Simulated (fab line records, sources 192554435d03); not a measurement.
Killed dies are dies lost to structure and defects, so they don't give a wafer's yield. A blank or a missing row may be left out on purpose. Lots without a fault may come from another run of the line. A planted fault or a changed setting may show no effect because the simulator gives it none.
One fault seen from 2 desks | flow n5_finfet | each desk has only its own numbers; what lay behind them comes last

THE METROLOGY DESK
What the gauges read, lot by lot, whatever tool the lot ran on: means of the sampled wafers that have a number. A lot is out of limits, marked OUT, if its mean lies more than 4 standard deviations from the usual mean; the brackets give that distance. Of its 16 readings 7 are shown: the one that was out of limits first, and those that lie furthest out on some lot.
Columns: A = IOFF_N_LIN at N5_BEOL_M4_RC_MEAS_101, usual 0.074 nA/um; B = IOFF_N_LONG at N5_BEOL_M4_RC_MEAS_101, usual 5.6e-05 nA/um; C = IOFF_P at N5_BEOL_M4_RC_MEAS_101, usual 0.21 nA/um; D = ION_N at N5_BEOL_M4_RC_MEAS_101, usual 672 uA/um; E = VT_N at N5_BEOL_M4_RC_MEAS_101, usual 249.3 mV; F = VT_N_LONG at N5_BEOL_M4_RC_MEAS_101, usual 274.5 mV; G = VT_N_LVT at N5_BEOL_M4_RC_MEAS_101, usual 98.2 mV
lot  | first seen here | A     | B                  | C    | D   | E                | F                | G
L604 | day 7 17:34     | 0.076 | 6.1e-05            | 0.24 | 681 | 249.3            | 274.3            | 96.6
L605 | day 8 04:51     | 0.078 | 5.5e-05            | 0.23 | 673 | 248.2            | 274.9            | 97.9
L606 | day 9 00:14     | 0.067 | 5.7e-05            | 0.22 | 671 | 251.5            | 274.0            | 98.8
L607 | day 9 04:45     | 0.082 | 5.7e-05            | 0.24 | 677 | 248.8            | 272.9            | 98.5
L608 | day 9 12:22     | 0.077 | 5.6e-05            | 0.21 | 678 | 248.2            | 274.3            | 98.0
L609 | day 9 14:28     | 0.073 | 5.5e-05            | 0.19 | 675 | 250.0            | 273.8            | 96.2
L617 | day 11 10:16    | 0.052 | 4.6e-05 (-4.1) OUT | 0.22 | 648 | 261.3 (+4.4) OUT | 288.0 (+7.9) OUT | 109.6 (+4.4) OUT
L621 | day 11 20:53    | 0.070 | 4.9e-05            | 0.28 | 655 | 256.6            | 286.9 (+7.3) OUT | 105.9
L624 | day 13 21:18    | 0.069 | 5.0e-05            | 0.17 | 660 | 250.3            | 276.2            | 96.9
This desk's finding: out of limits on L617, L621; first on L617, day 11 10:28 (IOFF_N_LONG at N5_BEOL_M4_RC_MEAS_101). In limits: L604, L605, L606, L607, L608, L609, L624.

THE TOOL OWNER'S DESK: wet_bench-04
The tool's own readings at N5_HKMG_FIN_WET_ETCH_18 (etches TiN in SC1, time 55 s, target depth 5.2 nm, rinse time 30 s): means of the sampled wafers that have a number, for each lot that ran on this tool. A lot is out of limits, marked OUT, if its mean lies more than 4 standard deviations from the usual mean; the brackets give that distance.
Columns: A = nh4oh_flow_mL_min at N5_HKMG_FIN_WET_ETCH_18, usual 214.3
lot  | first seen here | A
L604 | day 4 08:46     | 214.0
L609 | day 5 17:59     | 213.9
L617 | day 7 10:25     | 214.1
L621 | day 8 12:58     | 214.2
This desk's finding: nothing out of limits on any of the 4 lots.

PUT TOGETHER
The metrology desk could have raised an alarm at day 11 10:28, on L617, L621.
The tool owner's desk saw nothing out of limits.
The tool owner's desk has L617, L621 on record, within its limits.
Of the lots named, all ran N5_HKMG_FIN_WET_ETCH_18 on wet_bench-04.

WHAT THE SIMULATOR HAD PUT IN
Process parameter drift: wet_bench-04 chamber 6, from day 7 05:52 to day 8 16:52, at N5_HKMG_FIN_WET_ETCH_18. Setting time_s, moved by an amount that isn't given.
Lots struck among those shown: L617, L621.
Hours from the fault's start to each desk's first reading out of limits: the metrology desk, 101.
